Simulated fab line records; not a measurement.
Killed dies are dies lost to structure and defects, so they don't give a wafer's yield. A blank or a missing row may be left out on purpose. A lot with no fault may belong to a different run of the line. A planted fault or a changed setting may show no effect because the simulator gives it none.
fab line records	flow n5Finfet
record: lots: 5	wafers: 15	lastDay: 18
route steps=1938 shown MOL_CONTACT_COAG@547 PASSIVATION@1936
lots that met no fault: taken from a fault-free run of the same line
startH: hours from the record's first day to the start of the lot's first wafer shown	waitH: hours since the lot's step before	" same as the row above	L1.1+2: a row that stands for several wafers	- value missing, or start not given	* or withheld: withheld	< > ~ a bound
route shown NAME@n: NAME is a module with steps in the file, n the number in the route of the first one	usual: average and standard deviation across the fault-free wafers	same: alike in all rows	chamber/n: place in a boat	sites: each site's reading	_std_site: standard deviation across them	_edge_site: mean of outer sites minus mean of inner sites	radiusMm: how far each site lies from the wafer's centre	mask NAME#n: copy n	behind: tool/chamber where the wafer was last shaped	hold: cause of the lot's hold/its duration in hours/its outcome	device: which transistor (n, p or np) failed to switch	end of line: tests run on the same wafers once the route is complete	a step without rows: its recipe alone	killed: not the wafer's yield, but the dies lost to structure and defects at the first sort	map: a wafer's dies, marking killed ones x, the rest . and places with no die _
set.NAME: the setting the step ran with; set.NAME@STEP: the setting that earlier step ran with	model.NAME: the simulator's own value behind a step, which no gauge read
a table for each step, a row for each wafer; lots at some steps of the route
services: when a tool's chamber went out of use (startH, in hours from the record's first day, below 0 if earlier), for how many hours, and the reason
== steps ==
step: N5_MOL_CONTACT_COAG_SPUTTER_143
recipe: material: Co	targetThkA: 25	tempC: 25	chamberPressurePa: 0.2
step: N5_MOL_CONTACT_COAG_CO_FILL_22
recipe: material: Co	targetThkA: 200	tempC: 200	precursor: CCTBA/H2	pressureTorr: 30
step: N5_MOL_CONTACT_COAG_ANNEAL_113
recipe: tempC: 400	timeS: 300	ambient: H2/N2
step: N5_MOL_CONTACT_COAG_PRE_CLEAN_142
recipe: gas: H2/He	timeS: 60	tempC: 300
step: N5_MOL_CONTACT_COAG_SPUTTER_130
recipe: material: Co	targetThkA: 475	tempC: 25	chamberPressurePa: 0.5	powerW: 3000
step: N5_MOL_CONTACT_COAG_PRECLEAN_125
recipe: chemistry: DIW	timeS: 57.5	tempC: 23
step: N5_MOL_CONTACT_COAG_SRD_126
recipe: dryTimeS: 32	dry: n2Spin	spinRpm: 1500
step: N5_MOL_CONTACT_COAG_CMP_23
recipe: stopOn: SiO2	tOverpolishS: 1.5	postCmpClean: cuAlkaline	downForcePsi: 2	platenRpm: 50.289	padVelocityMS: 1.0006	targetThkNm: 0
step: N5_MOL_CONTACT_COAG_WET_ETCH_26
recipe: target: Co	targetDepthNm: 13
step: N5_MOL_CONTACT_COAG_WET_ETCH_116
recipe: chemistry: SC1-inhibited	targetDepthNm: 4.6	dry: ipaMarangoni	rinseTimeS: 30	rinseTempC: 23
step: N5_MOL_CONTACT_COAG_ALD_27
recipe: material: SiOC	targetThkA: 170	tempC: 400	aldPrecursorFamily: carbosiloxane	aldCoReactant: H2-plasma	pulseTimeS: 1.5	timeS: 2720	purgeTimeS: 2	coReactantPurgeTimeS: 2	aldCycles: 340	pressureTorr: 2
usual: heaterPowerW: 857/100	precursorPulseHeightRel: 1.004/0.019
lot.wafer	tool	chamber	startH	waitH	heaterPowerW	precursorPulseHeightRel
L569.2	aldSin-03	0	132.77	0.0	940	1.029
L569.4	"	2	"	"	903	1.053
L569.6	"	1	"	"	763	0.993
L573.2	aldSin-01	2	157.48	0.0	1048	1.004
L573.3	"	3	"	"	894	1.001
L573.6	"	2	"	"	1068	1.023
L575.2	aldSin-02	2	165.06	0.0	751	1.023
L575.3	"	0	"	"	834	0.999
L575.6	"	1	"	"	734	1.026
L578.3	aldSin-03	2	187.24	0.0	903	1.014
L578.5	"	3	"	"	855	0.985
L578.6	"	0	"	"	884	1.010
L582.1	aldSin-02	2	211.52	0.0	748	0.999
L582.2	"	0	"	"	785	1.033
L582.5	"	3	"	"	984	1.008
step: N5_MOL_CONTACT_COAG_CMP_28
recipe: stopOn: SiNx	tOverpolishS: 0.85	postCmpClean: alkalineBrush	downForcePsi: 4.15	platenRpm: 51.8	padVelocityMS: 1.0307	targetThkNm: 14.522
usual: headPressurePsi: 4.151/0.0093	motorCurrentA: 12.5/1.4	slurryFlowMlMin: 150.0/0.51	timeToEndpointS: 4.4/1.9
lot.wafer	tool	chamber	startH	waitH	headPressurePsi	motorCurrentA	slurryFlowMlMin	timeToEndpointS
L569.2	cmp-03	1	134.38	0.8	4.150	12.0	150.3	5.6
L569.4	"	2	"	"	4.145	12.9	150.1	6.6
L569.6	"	1	"	"	4.153	12.1	149.8	7.5
L573.3	cmp-03	1	159.09	0.8	4.158	11.6	150.0	1.4
L573.2	"	2	"	"	4.161	12.1	150.7	3.1
L573.6	"	1	"	"	4.154	12.1	149.5	1.1
L575.3	cmp-01	3	166.67	0.8	4.172	13.4	149.7	6.7
L575.2	"	0	"	"	4.148	11.9	150.1	4.8
L575.6	"	2	"	"	4.160	12.0	149.6	5.0
L578.3	cmp-01	0	188.89	0.9	4.150	11.9	150.1	4.5
L578.5	"	2	"	"	4.140	11.0	150.3	3.7
L578.6	"	3	"	"	4.153	13.1	149.2	7.1
L582.1	cmp-04	0	213.09	0.8	4.149	11.2	149.4	2.7
L582.2	"	1	"	"	4.148	12.1	149.9	8.6
L582.5	"	1	"	"	4.132	12.4	149.6	3.1
step: N5_MOL_CONTACT_COAG_THK_MEAS_29
recipe: reads: SiNx_of_GATE_CUT_PECVD_57+SiNx_of_GATE_CUT_SAC_CAP_01
usual: MD_CAP_THK: 17.91/0.072
lot.wafer	tool	chamber	startH	waitH	MD_CAP_THK[nm]
L569.2	filmMetro-01	-	134.64	-	18.00
L569.4	"	-	"	"	17.89
L569.6	"	-	"	"	17.96
L573.2	filmMetro-01	-	159.35	-	17.72
L573.3	"	-	"	"	17.91
L573.6	"	-	"	"	17.80
L575.2	filmMetro-02	-	166.93	-	18.00
L575.3	"	-	"	"	17.86
L575.6	"	-	"	"	17.97
L578.3	filmMetro-02	-	189.11	-	17.98
L578.5	"	-	"	"	17.90
L578.6	"	-	"	"	17.98
L582.1	filmMetro-01	-	213.39	-	17.74
L582.2	"	-	"	"	17.87
L582.5	"	-	"	"	17.81
step: N5_MOL_CONTACT_COAG_ALD_123
recipe: material: SiNx	targetThkA: 50	tempC: 400	aldPrecursorFamily: SiH2I2	aldCoReactant: N2/H2-plasma	pulseTimeS: 1	purgeTimeS: 2	coReactantPurgeTimeS: 2	aldCycles: 100	pressureTorr: 2
usual: heaterPowerW: 873/100	precursorPulseHeightRel: 1.000/0.019
lot.wafer	tool	chamber	startH	waitH	heaterPowerW	precursorPulseHeightRel
L569.2	aldSin-03	2	134.67	0.0	907	1.012
L569.4	"	1	"	"	755	0.974
L569.6	"	3	"	"	847	0.992
L573.2	aldSin-01	2	159.53	0.2	1054	1.004
L573.3	"	0	"	"	757	1.016
L573.6	"	0	"	"	735	1.021
L575.2	aldSin-01	0	166.97	0.0	760	1.024
L575.3	"	3	"	"	897	1.008
L575.6	"	2	"	"	1054	1.045
L578.3	aldSin-03	0	189.49	0.4	895	1.010
L578.5	"	1	"	"	778	0.964
L578.6	"	0	"	"	872	0.982
L582.1	aldSin-02	1	213.47	0.1	697	0.999
L582.2	"	0	"	"	817	1.008
L582.5	"	0	"	"	795	1.012
step: N5_MOL_CONTACT_COAG_PECVD_31
recipe: material: SiO2	targetThkA: 460	tempC: 400	precursor: TEOS/O2	pressureTorr: 6.5	rfW: withheld	teosFlowSccm: withheld	gas: O2	flowSccm: 2650	timeS: 8.9
step: N5_MOL_CONTACT_COAG_COAT_75
recipe: resist: SOC	tempC: 250	timeS: 60	spinRpm: 1500	resistThkNm: 60
step: N5_MOL_CONTACT_COAG_COAT_76
recipe: resist: SiARC	tempC: 220	timeS: 60	spinRpm: 1500	resistThkNm: 10
step: N5_MOL_CONTACT_COAG_COAT_77
recipe: resist: underlayer	tempC: 205	timeS: 60	spinRpm: 1500	resistThkNm: 10
step: N5_MOL_CONTACT_COAG_COAT_78
recipe: resist: CAR-EUV	spinRpm: 1500	resistThkNm: 40
step: N5_MOL_CONTACT_COAG_EBR_80
recipe: solvent: PGMEA	ebrWidthMm: 1.5
step: N5_MOL_CONTACT_COAG_SOFTBAKE_79
recipe: tempC: 110	timeS: 60	resist: CAR-EUV
step: N5_MOL_CONTACT_COAG_EXPOSE_81
recipe: maskId: VG	na: 0.33	sourceShape: annular	sigmaInner: 0.3	sigmaOuter: 0.7	polarization: unpolarized	defocusNm: 0	doseMj: 59.5
step: N5_MOL_CONTACT_COAG_PEB_82
recipe: pebTempC: 100	pebTimeS: 60	resist: CAR-EUV
step: N5_MOL_CONTACT_COAG_DEVELOP_83
recipe: developTimeS: 30	developer: TMAH	resist: CAR-EUV	rinseLiquid: surfactantRinse	dry: airSpin	devTempC: 23
step: N5_MOL_CONTACT_COAG_CD_MEAS_84
recipe: targetCdNm: 25.1	landingEnergyEv: 500	detector: seInlens	polarity: opening
usual: cdNm: 25.08/0.23
lot.wafer	tool	chamber	startH	waitH	cdNm
L569.2	cdSem-01	0	135.64	-	24.97
L569.4	"	0	"	"	25.18
L569.6	"	0	"	"	25.30
L573.2	cdSem-03	0	160.37	-	25.35
L573.3	"	0	"	"	25.22
L573.6	"	0	"	"	25.29
L575.2	cdSem-03	0	167.81	-	25.27
L575.3	"	0	"	"	25.52
L575.6	"	0	"	"	25.05
L578.3	cdSem-01	0	190.36	-	25.42
L578.5	"	0	"	"	24.92
L578.6	"	0	"	"	25.14
L582.1	cdSem-03	0	214.31	-	24.68
L582.2	"	0	"	"	24.98
L582.5	"	0	"	"	24.95
step: N5_MOL_CONTACT_COAG_OVL_MEAS_85
recipe: pointsPerWafer: 522
usual: VG_OVL: -0.6/0.61
lot.wafer	tool	chamber	startH	waitH	VG_OVL[nm]
L569.2	overlay-01	0	135.67	0.0	0.4
L569.4	"	0	"	"	0.8
L569.6	"	0	"	"	-0.8
L573.2	overlay-01	0	160.40	0.0	-1.0
L573.3	"	0	"	"	-0.5
L573.6	"	0	"	"	-1.0
L575.2	overlay-02	0	167.84	0.0	-1.1
L575.3	"	0	"	"	-0.5
L575.6	"	0	"	"	-0.9
L578.3	overlay-01	0	190.40	0.0	-0.5
L578.5	"	0	"	"	0.3
L578.6	"	0	"	"	-0.7
L582.1	overlay-02	0	214.34	0.0	-0.8
L582.2	"	0	"	"	-0.1
L582.5	"	0	"	"	-1.1
step: N5_MOL_CONTACT_COAG_DESCUM_88
recipe: chemistry: O2	timeS: 7	sourcePowerW: 50	biasPowerW: 20	pressureMtorr: 20	rfFrequencyHz: 2.712e+07	tempC: 40	resist: CAR-EUV	o2FlowSccm: 225
step: N5_MOL_CONTACT_COAG_ETCH_89
recipe: chemistry: N2/H2	target: underlayer	targetDepthA: 130	maskMaterial: CAR-EUV	timeS: 10.4	ionEnergyEv: 200	pressureMtorr: 30	sourceW: 840	biasW: 150	n2FlowSccm: 200	h2FlowSccm: 200	ends: cleared
step: N5_MOL_CONTACT_COAG_ETCH_90
recipe: chemistry: CF4	target: SiARC	targetDepthA: 130	maskMaterial: CAR-EUV	timeS: 21.7	ionEnergyEv: 80	pressureMtorr: 40	sourceW: 545	biasW: 36	Ar_flow_sccm: 100	cf4FlowSccm: 100	ends: cleared
step: N5_MOL_CONTACT_COAG_ALD_131
recipe: material: SiO2	targetThkA: 50	tempC: 100	aldPrecursorFamily: BDEAS	aldCoReactant: O2-plasma	pulseTimeS: 1	coReactantPulseTimeS: 1	purgeTimeS: 2	coReactantPurgeTimeS: 2	aldCycles: 35	pressureTorr: 2
step: N5_MOL_CONTACT_COAG_ETCHBACK_132
recipe: chemistry: CHF3	target: SiO2	targetDepthA: 100	timeS: 6.7	ionEnergyEv: 200	pressureMtorr: 30	sourceW: 610	biasW: 170	Ar_flow_sccm: 200	CHF3_flow_sccm: 50
usual: drypumpMotorCurrentA: 5.8/0.33	oesProductAu: 0.79/0.077	rfVppV: 524/5.5	showerheadPlenumPTorr: 2.37/0.086	throttleValvePct: 18.72/0.27
lot.wafer	tool	chamber	startH	waitH	drypumpMotorCurrentA	oesProductAu	rfHoursCounterH	rfVppV	showerheadPlenumPTorr	throttleValvePct
L569.2	rieDiel-04	0	136.12	0.1	5.5	0.87	56	517	2.32	18.33
L569.4	"	3	"	"	5.7	0.86	23	534	2.54	18.80
L569.6	"	1	"	"	6.2	0.86	-	534	2.53	18.70
L573.2	rieDiel-04	0	161.25	0.2	5.5	0.86	66	517	2.32	18.37
L573.3	"	3	"	"	5.7	0.85	32	533	2.53	18.81
L573.6	"	2	"	"	5.6	0.76	-	523	2.47	19.11
L575.2	rieDiel-01	3	168.37	0.2	5.7	0.79	116	521	2.30	18.86
L575.3	"	0	"	"	6.1	0.83	93	528	2.30	18.32
L575.6	"	1	"	"	5.9	0.68	-	523	2.34	18.76
L578.3	rieDiel-01	3	190.87	0.1	5.7	0.79	123	521	2.29	18.90
L578.5	"	2	"	"	6.2	0.70	-	524	2.36	18.66
L578.6	"	3	"	"	5.7	0.77	-	520	2.29	18.89
L582.1	rieDiel-04	2	214.76	0.1	5.6	0.74	191	525	2.46	19.17
L582.2	"	3	"	"	5.6	0.83	53	533	2.52	18.85
L582.5	"	2	"	"	5.6	0.74	-	525	2.46	19.18
step: N5_MOL_CONTACT_COAG_ETCH_91
recipe: chemistry: N2/H2	target: SOC	targetDepthA: 600	overetchA: 210	maskMaterial: SiARC	tempC: 40	timeS: 101.2	ionEnergyEv: 200	pressureMtorr: 30	sourceW: 840	biasW: 150	n2FlowSccm: 200	h2FlowSccm: 200
step: N5_MOL_CONTACT_COAG_STRIP_92
recipe: chemistry: N2/H2	tempC: 40	n2FlowSccm: 200	h2FlowSccm: 200	rfFrequencyHz: 6e+07
step: N5_MOL_CONTACT_COAG_STRIP_93
recipe: chemistry: N2/H2	tempC: 40	n2FlowSccm: 200	h2FlowSccm: 200	rfFrequencyHz: 6e+07
step: N5_MOL_CONTACT_COAG_ETCHBACK_135
recipe: chemistry: CHF3	target: SiO2	targetDepthA: 250	timeS: 16.7	ionEnergyEv: 200	pressureMtorr: 30	sourceW: 610	biasW: 170	Ar_flow_sccm: 200	CHF3_flow_sccm: 50
step: N5_MOL_CONTACT_COAG_STRIP_118
recipe: chemistry: CHF3	resist: SiARC	rfFrequencyHz: 6e+07
step: N5_MOL_CONTACT_COAG_VIA_ETCH_46
recipe: chemistry: C4F6/O2	targetDepthA: 460	overetchA: 92	maskMaterial: SOC	target: SiO2	biasW: 455	pressureMtorr: 10	timeS: 40	sourceW: 325	Ar_flow_sccm: 300	C4F6_flow_sccm: 10	O2_flow_sccm: 10	ionEnergyEv: 575.3	ends: endPoint
usual: O2_flow_sccm: 10.00/0.032	drypumpMotorCurrentA: 5.8/0.33	oesProductAu: 0.71/0.066	rfVppV: 1588/16	showerheadPlenumPTorr: 2.83/0.1	throttleValvePct: 40.9/0.33
lot.wafer	tool	chamber	startH	waitH	O2_flow_sccm	drypumpMotorCurrentA	oesProductAu	rfHoursCounterH	rfVppV	showerheadPlenumPTorr	throttleValvePct
L569.2	rieDiel-04	0	136.28	0.0	9.99	5.5	0.76	56	1567	2.77	40.5
L569.4	"	3	"	"	9.97	5.7	0.78	23	1616	3.03	41.3
L569.6	"	1	"	"	9.99	6.2	0.78	-	1616	3.02	41.4
L573.2	rieDiel-04	0	161.41	0.0	9.98	5.5	0.77	66	1567	2.77	40.6
L573.3	"	3	"	"	9.99	5.6	0.76	32	1616	3.02	41.3
L573.6	"	2	"	"	10.07	5.6	0.68	-	1589	2.94	41.3
L575.2	rieDiel-01	3	168.53	0.0	10.01	5.7	0.69	116	1575	2.74	41.2
L575.3	"	0	"	"	10.00	6.1	0.73	93	1593	2.74	40.5
L575.6	"	1	"	"	9.98	5.9	0.61	-	1587	2.80	40.7
L578.3	rieDiel-01	3	191.03	0.0	9.98	5.7	0.68	123	1575	2.74	41.2
L578.5	"	2	"	"	10.01	6.2	0.63	-	1589	2.82	40.8
L578.6	"	3	"	"	9.96	5.8	0.69	-	1577	2.74	41.2
L582.1	rieDiel-04	2	214.91	0.0	9.93	5.6	0.67	191	1589	2.93	41.3
L582.2	"	3	"	"	9.95	5.7	0.74	53	1616	3.01	41.4
L582.5	"	2	"	"	9.98	5.6	0.67	-	1588	2.93	41.3
step: N5_MOL_CONTACT_COAG_STRIP_96
recipe: chemistry: N2/H2	powerW: 500	tempC: 40	pressureMtorr: 50	rfFrequencyHz: 6e+07	overashFraction: 0.3	biasPowerW: 28	h2Frac: 0.5	n2FlowSccm: 300	h2FlowSccm: 300
usual: drypumpMotorCurrentA: 5.8/0.33	oesProductAu: 0.79/0.078	rfVppV: 121.8/1.3	showerheadPlenumPTorr: 3.35/0.11	throttleValvePct: 18.91/0.26
lot.wafer	tool	chamber	startH	waitH	drypumpMotorCurrentA	oesProductAu	rfHoursCounterH	rfVppV	showerheadPlenumPTorr	throttleValvePct
L569.2	rieDiel-04	0	136.34	0.0	5.5	0.86	56	123.2	3.27	18.54
L569.4	"	3	"	"	5.7	0.86	23	124.0	3.55	18.74
L569.6	"	1	"	"	6.2	0.86	-	123.1	3.57	19.11
L573.2	rieDiel-04	0	161.48	0.0	5.5	0.86	66	121.8	3.27	18.55
L573.3	"	3	"	"	5.7	0.86	32	121.4	3.55	18.76
L573.6	"	2	"	"	5.6	0.76	-	122.5	3.47	19.08
L575.2	rieDiel-01	3	168.60	0.0	5.8	0.77	116	123.2	3.25	19.05
L575.3	"	0	"	"	6.1	0.82	93	120.9	3.25	18.90
L575.6	"	1	"	"	6.0	0.67	-	120.2	3.33	18.69
L578.3	rieDiel-01	3	191.10	0.0	5.8	0.78	123	121.8	3.24	19.06
L578.5	"	2	"	"	6.2	0.71	-	120.9	3.33	19.04
L578.6	"	3	"	"	5.8	0.77	-	120.7	3.24	19.03
L582.1	rieDiel-04	2	214.98	0.0	5.6	0.75	191	125.0	3.46	19.13
L582.2	"	3	"	"	5.6	0.82	53	123.5	3.54	18.80
L582.5	"	2	"	"	5.6	0.74	-	124.3	3.46	19.12
step: N5_MOL_CONTACT_COAG_ETCH_47
recipe: chemistry: CH3F/O2	target: SiNx	targetDepthA: 270	maskMaterial: SiO2	stopOn: W	overEtchFrac: 0.2	ionEnergyEv: 120	endpoint: OES-CN	pressureMtorr: 30	sourceW: 395	biasW: 73	Ar_flow_sccm: 150	CH3F_flow_sccm: 30	O2_flow_sccm: 20	ends: endPoint
step: N5_PASSIVATION_PROBE_49
usual: defectLimitedYield: 91.2/1.5	killed_at_M0_to_M3: 32/9.6	killed_at_M4_up: 13/5.3	killedAtContacts: 13/6.7	killedAtFrontEnd: 42/11	killedAtOther: 3.8/2.9	killedDies: 103/17	killedOnRim: 14/4.4	killedOpen: 67/13	killedShort: 35/7.9	sort_bin_5_function: 5.2/0.94	sort_bin_6_memory: 3.3/0.64	sortNPass: 1077/17	sortYieldPct: 91.2/1.5
same: grossDies: 1180	killedAtBackSide: 0	sort_bin_4_leakage[%]: 0	sort_bin_8_speed[%]: 0
lot.wafer	tool	chamber	startH	waitH	defectLimitedYield[%]	killed_at_M0_to_M3	killed_at_M4_up	killedAtContacts	killedAtFrontEnd	killedAtOther	killedDies	killedOnRim	killedOpen	killedShort	sort_bin_5_function[%]	sort_bin_6_memory[%]	sortNPass	sortYieldPct[%]
L578.5	prober-02	-	369.20	0.2	87.7	22	5	79	35	4	145	28	50	20	7.6	3.0	1035	87.7
L582.1	prober-02	-	424.52	0.0	90.9	31	17	17	41	1	107	15	66	38	5.2	3.1	1073	90.9
L582.5	prober-02	-	424.72	0.2	89.5	28	26	13	50	7	124	18	66	56	6.0	3.7	1056	89.5
killed by level:class
L578.5 MOL_CONTACT_COAG:unspecified=75 FIN_SAQP:geometricParticle:open=8 STI_FIN_REVEAL:geometricParticle:open=5 BEOL_M1:geometricParticle:open=5 FIN_SAQP:geometricParticle:short=4 DUMMY_GATE:geometricParticle:open=4 MOL_CONTACT_COAG:geometricParticle:open=4 BEOL_M0_SAQP:geometricParticle:open=4
L582.1 FIN_SAQP:geometricParticle:open=13 MOL_CONTACT_COAG:geometricParticle:open=9 MOL_CONTACT_COAG:geometricParticle:short=8 FIN_SAQP:geometricParticle:short=7 BEOL_M2:geometricParticle:open=7 DUMMY_GATE:geometricParticle:open=6 BEOL_M0_SAQP:geometricParticle:short=6 BEOL_M2:geometricParticle:short=6
L582.5 FIN_SAQP:geometricParticle:short=15 FIN_SAQP:geometricParticle:open=11 MOL_CONTACT_COAG:geometricParticle:open=10 BEOL_M4:geometricParticle:open=8 BEOL_M2:geometricParticle:short=7 GATE_CUT:geometricParticle:short=6 BEOL_M0_SAQP:geometricParticle:open=6 BEOL_M2:geometricParticle:open=6
map L578.5 (x killed, . not)
_________________.x.....x....________________
______________.................._____________
___________...x.................x..__________
__________..x......................._________
________...x.........................._______
_______.............x.........x........______
______..................x..........x...._____
_____....x..........x.x........x.....x...____
____............xx........................___
___.............x...........x..x....x......__
___........................................__
__........x......x.x.........x.............._
__..........x.........x....................x_
_....x.x....x..xx.........x.................x
_.....x...........x.....x........x.......x...
_..............x.................x...........
_...........x................................
_..x........................x................
_.......................................x.x..
_......x..x............x........x......xx....
_.........x.x........................x..xxxx.
__.......................x.......xxxx.xxxxxx_
__.........................x..x..xxxxxxxxxxx_
___.........x......................xxxxxxxx__
___......x........................xxxxxxxxx__
____............x...............xxxxxxxxxx___
_____.....x......................xxxxxxxx____
______.x.........................xxxxxxx_____
_______......................x......xxx______
________.....................x......xx_______
__________....................x..x.x_________
___________...x....................__________
______________...........x......_____________
_________________..x.....x...________________
map L569.4 (x killed, . not)
_________________............________________
______________.................._____________
___________.......x................__________
__________.................x........_________
________....x...xx...x..x......x......_______
_______.x..........x......x.......x....______
______.............xx...x....x....xx...._____
_____xxx..........x..........xx...x......____
____...............xx.....................___
___...................................x....__
___..............xx......................x.__
__...x.......x......x...x.................x._
__..........x...xx..............x..........._
_.........x...x...........x..................
_.........................x.......x..........
_x.xx..x.x......................x..x.........
_.....x.......x.........x........x........x.x
_...x...x.......x.........x..................
_....x......x........x.x..x.x......x........x
_........x..................x..x...x.........
_.......x.........................x.....x.x..
__.....x.........x...x...xx...........x.x..._
__x......xx................................._
___.....x.....x.x............x..xx.........__
___...x..........x..............x..x.......__
____..................x...................___
_____x..................x......x.........____
______...x.x..x.x.xx......x........x...._____
_______x.......xx..x....x...x......x..x______
________....xx......x................._______
__________......x....x..x..........._________
___________.......x......x...x.....__________
______________..x....x......x..._____________
_________________............________________
== services ==
tool	chamber	startH	hours	kind
aldSin-02	-	112.02	6.1	pm
cmp-03	-	115.28	1.9	repair
cmp-03	-	122.34	0.2	repair
cmp-04	-	134.97	0.8	repair
cmp-01	-	139.81	3.7	pm
cmp-04	-	145.28	1.4	repair
cmp-03	-	150.85	4.0	pm
rieDiel-04	1	154.12	31.9	repair
cmp-03	-	154.85	-	consumableReplace:conditioner
aldSin-02	-	176.79	14.0	pm
aldSin-02	0	176.79	14.0	ventCycle
aldSin-02	1	176.79	14.0	ventCycle
aldSin-02	2	176.79	14.0	ventCycle
aldSin-02	3	176.79	14.0	ventCycle
cmp-01	-	182.05	0.7	repair
aldSin-02	0	190.79	-	clean
aldSin-02	1	190.79	-	clean
aldSin-02	2	190.79	-	clean
aldSin-02	3	190.79	-	clean
cmp-04	-	191.68	0.3	repair
rieDiel-01	1	203.47	7.2	repair
aldSin-03	-	204.96	6.0	pm
aldSin-02	3	205.50	4.2	repair
rieDiel-04	1	209.09	6.8	repair
== key ==
firstSign: step: N5_PASSIVATION_PROBE_49	reading: killedAtContacts	direction: up	sigmas: 9.9	usual: 13	struck: 79
effect: step: N5_PASSIVATION_PROBE_49	reading: killedOnRim	direction: up	sigmas: 3.3	usual: 14	struck: 28
moreKillsBornAt: N5_MOL_CONTACT_COAG_ALD_27@aldSin-03: 75
metAt N5_MOL_CONTACT_COAG_ALD_27
struckWafers L578.5
fault: kind: chamberParticleSource	tool: aldSin-03	chamber: 3	onsetH: 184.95	steps: N5_MOL_CONTACT_COAG_ALD_27	ratePerVisitCm2: 0.86606
